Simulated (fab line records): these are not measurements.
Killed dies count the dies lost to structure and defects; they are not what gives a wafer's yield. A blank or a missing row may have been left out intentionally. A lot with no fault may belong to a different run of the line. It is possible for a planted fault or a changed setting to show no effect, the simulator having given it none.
The tool behind it: which one? ; flow nand_harc ; 17 wafers from 6 lots sampled at 5 of the route's 1159 steps

## WHAT EACH GAUGE READ, for each wafer
NHARC_END_SORT_01.
lot;measured;on;killed_dies
L649;day 19 16:31;prober-01;26 39 31
L650;day 20 14:42;prober-02;660 676
L660;day 22 01:51;prober-02;33 42 42
L663;day 23 07:44;prober-01;46 46 54
L665;day 23 15:29;prober-01;47 38 36
L670;day 24 17:16;prober-02;36 33 33

## WHAT TOOL EACH LOT RAN ON (gives the tool, then ch and the chambers of the sampled wafers, and finally the start)
lot;NHARC_A_STAIRCASE_DESCUM_11;NHARC_A_STAIRCASE_TRIM_14;NHARC_A_STAIRCASE_ETCH_17;NHARC_A_STAIRCASE_TRIM_26
L649;rie_diel-11 ch 0,2,3, day 11 05:15;rie_diel-11 ch 0,3, day 11 08:27 or earlier;rie_diel-11 ch 0,2,3, day 11 08:27;rie_diel-10 ch 1,2,3, day 19 16:31 or earlier
L650;rie_diel-11 ch 1,3, day 11 21:36;rie_diel-11 ch 0,1, day 11 22:33 or earlier;rie_diel-11 ch 3, day 11 22:33;rie_diel-11 ch 0,1, day 20 14:42 or earlier
L660;rie_diel-10 ch 0,2,3, day 14 02:56;rie_diel-10 ch 0,1,3, day 14 05:36 or earlier;rie_diel-10 ch 0,1,3, day 14 05:36;rie_diel-10 ch 1,2,3, day 22 01:51 or earlier
L663;rie_diel-09 ch 0,3, day 14 20:20;rie_diel-09 ch 1,2,3, day 14 21:13 or earlier;rie_diel-09 ch 1,2,3, day 14 21:13;rie_diel-11 ch 0,2,3, day 23 07:44 or earlier
L665;rie_diel-10 ch 0,2,3, day 15 07:10;rie_diel-10 ch 0,1, day 15 08:02 or earlier;rie_diel-10 ch 1,2,3, day 15 08:02;rie_diel-09 ch 0,3, day 23 15:29 or earlier
L670;rie_diel-11 ch 0,1,3, day 16 19:11;rie_diel-11 ch 1,2,3, day 16 20:14 or earlier;rie_diel-11 ch 0,1,2, day 16 20:14;rie_diel-11 ch 0,1,3, day 24 17:16 or earlier
- NHARC_A_STAIRCASE_DESCUM_11: chemistry O2, time 3 s.
- NHARC_A_STAIRCASE_TRIM_14: chemistry O2, time 211.2 s.
- NHARC_A_STAIRCASE_ETCH_17: etches the open film in C4F8/O2, target depth 100 nm, time 40.5 s.
- NHARC_A_STAIRCASE_TRIM_26: chemistry O2, time 211.2 s.

## THE ANSWER, worked out from the rows above alone
Rule: the lots themselves supply what counts as usual. The widest of any qualifying gaps counts: lots, ordered by their means at a reading, are off when they make up no more than a third of the lots, leave a main group of 4 or more, and stand apart from it by 3 or more times the standard deviation of that group's means. A main group whose means are all the same, to the digits that the tables above print for the reading, isn't used. Also off: a lot with no number at a reading for which 4 or more lots have one. All remaining lots with rows at the step are treated as sound.
Off at NHARC_END_SORT_01 (killed_dies): L650. For the main group the mean is 39 and the standard deviation 5.8.
A tool fits if, at a process step before that reading, it ran every lot that is off, and no sound lot after the first of them. Gauges at NHARC_END_SORT_01: tried the same way as those tools. Because NHARC_A_STAIRCASE_TRIM_14 lacks a start for some lots, the hours and order of its lots are taken from NHARC_A_STAIRCASE_ETCH_17. Because NHARC_A_STAIRCASE_TRIM_26 lacks a start for some lots, the hours and order of its lots are taken from NHARC_END_SORT_01. No candidate that was tried fits.

## WHAT HAD BEEN PUT IN BY THE SIMULATOR
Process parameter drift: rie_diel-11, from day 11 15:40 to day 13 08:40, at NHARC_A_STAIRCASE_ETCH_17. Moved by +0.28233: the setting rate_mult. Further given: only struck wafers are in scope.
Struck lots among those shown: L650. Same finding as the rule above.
